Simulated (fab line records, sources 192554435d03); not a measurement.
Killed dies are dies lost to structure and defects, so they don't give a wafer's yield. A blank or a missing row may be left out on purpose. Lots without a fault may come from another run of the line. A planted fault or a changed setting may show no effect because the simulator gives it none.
A struck lot beside a sound one | flow n5_finfet | 16 steps out of a route of 1938
Sound: wafers L993.2, L993.5, L993.6. Struck: wafers L103.2, L103.4, L103.5. The cause comes at the end.
At each step with rows: each side's tool, then ch and its chambers, then its first start. Under that, the readings that differ: sound wafers | struck wafers | difference of the means | sigmas: that difference in standard deviations of wafers without a fault.
alike: readings whose means differ by less than 2 such deviations, and words and numbers that are the same on both sides. not compared: withheld readings, readings that some wafer has no value for, bounds like >300 that may hide the same value, and numbers for which the record gives no deviation and whose values overlap.
The two part at a step that has a row with sigmas, a row that says differs or no value, or rows on one side only. Numbers that don't overlap but have no deviation are shown without sigmas and don't part them. A reading that every wafer of one side lacks parts them only if that side has two wafers or more.

N5_FIN_SAQP_HM_OPEN_73: chemistry CHF3/O2, target SiO2, stops on a-Si, target depth 12 nm, time 16.8 s.
  sound on rie_diel-01 ch 0,1,2, day 2 22:47; struck on rie_diel-03 ch 0,1, day 5 10:41
  alike: O2_flow_sccm, drypump_motor_current_A, oes_product_au, rf_vpp_V, showerhead_plenum_p_Torr, throttle_valve_pct
  not compared: rf_hours_counter_h
then, 1 step without rows for these wafers: N5_FIN_SAQP_STRIP_74 (strips in CHF3/O2).
N5_FIN_SAQP_MANDREL_ETCH_22: etches a-Si in HBr/Cl2, stops on SiNx, target depth 60 nm, bt time 10 s, time 30 s.
  sound on rie_si-04 ch 0,1,2, day 2 22:52; struck on rie_si-05 ch 0,3, day 5 10:46
  alike: drypump_motor_current_A, oes_product_au, throttle_valve_pct
  not compared: rf_hours_counter_h
N5_FIN_SAQP_STRIP_55: strips in N2/H2.
  sound on rie_diel-04 ch 2,3, day 2 22:58; struck on rie_diel-04 ch 1,3, day 5 10:52
  alike: drypump_motor_current_A, oes_product_au, rf_vpp_V, showerhead_plenum_p_Torr, temp_c, throttle_valve_pct
  not compared: rf_hours_counter_h
then, 2 steps without rows for these wafers: N5_FIN_SAQP_STRIP_23 (strips in SPM, time 750 s); N5_FIN_SAQP_SRD_66 (time 30 s).
N5_FIN_SAQP_RECESS_75: chemistry HF/NH3, target SiO2, target depth 14.4 nm, afs cycles 3, sublimation time 60 s.
  sound on vapor_etch-01 ch 0,1, day 2 23:17; struck on vapor_etch-02 ch 0,1, day 5 11:13
  alike: drypump_motor_current_A, temp_c
N5_FIN_SAQP_SPACER1_ALD_24: deposits SiO2, target thk 20.3 nm, pulse time 1 s, purge time 2 s.
  sound on ald_sin-01 ch 0,3, day 3 00:02; struck on ald_sin-01 ch 0,2,3, day 5 11:35
  alike: heater_power_w, precursor_pulse_height_rel
then, 2 steps without rows for these wafers: N5_FIN_SAQP_SPACER1_ETCHBACK_25 (etches SiO2 in CHF3/O2, target depth 24.4 nm, time 12.2 s); N5_FIN_SAQP_MANDREL1_REMOVE_56 (chemistry HBr/Cl2/O2, target a-Si, stops on SiNx, bt time 10 s).
N5_FIN_SAQP_CD_MEAS_27: target cd 20 nm.
  sound on cd_sem-03 ch 0, day 3 00:58; struck on cd_sem-02 ch 0, day 5 12:31
  alike: cd_nm
then, 1 step without rows for these wafers: N5_FIN_SAQP_ETCH_57 (etches SiNx in CH3F/O2, target depth 32.5 nm, time 46.4 s).
N5_FIN_SAQP_ETCH_65: etches SiO2 in CF4, target depth 4 nm, time 4.4 s.
  sound on rie_si-04 ch 2,3, day 3 01:07; struck on rie_si-05 ch 1,2,3, day 5 12:40
  reading                  | sound             | struck          | difference | sigmas
  model.etch.depth_nm (nm) | 4.103 4.142 3.905 | 3.466 3.65 3.54 | -0.498     |
  alike: drypump_motor_current_A, oes_product_au, throttle_valve_pct
  not compared: rf_hours_counter_h
then, 1 step without rows for these wafers: N5_FIN_SAQP_MANDREL_ETCH_58 (etches a-Si in HBr/Cl2, stops on SiNx, target depth 45 nm, bt time 10 s, time 27 s).
-- the record jumps here: 9 days lie between the struck wafers' starts before and after (it left off in module FIN_SAQP and takes up again in module BEOL_M4, whose first step shown is number 1111 of the route) --
N5_BEOL_M4_RC_MEAS_101:
  sound on prober-02 ch 0, day 11 04:25; struck on prober-01 ch 0, day 14 05:50
  alike: DIBL_N, DIBL_P, IOFF_N, IOFF_P, ION_N, ION_P, SS_N, SS_P, VT_N, VT_P
then, 1 step without rows for these wafers: N5_PASSIVATION_PROBE_49.

WHERE THEY PART
Nowhere in this record.

WHY: what the simulator had put in
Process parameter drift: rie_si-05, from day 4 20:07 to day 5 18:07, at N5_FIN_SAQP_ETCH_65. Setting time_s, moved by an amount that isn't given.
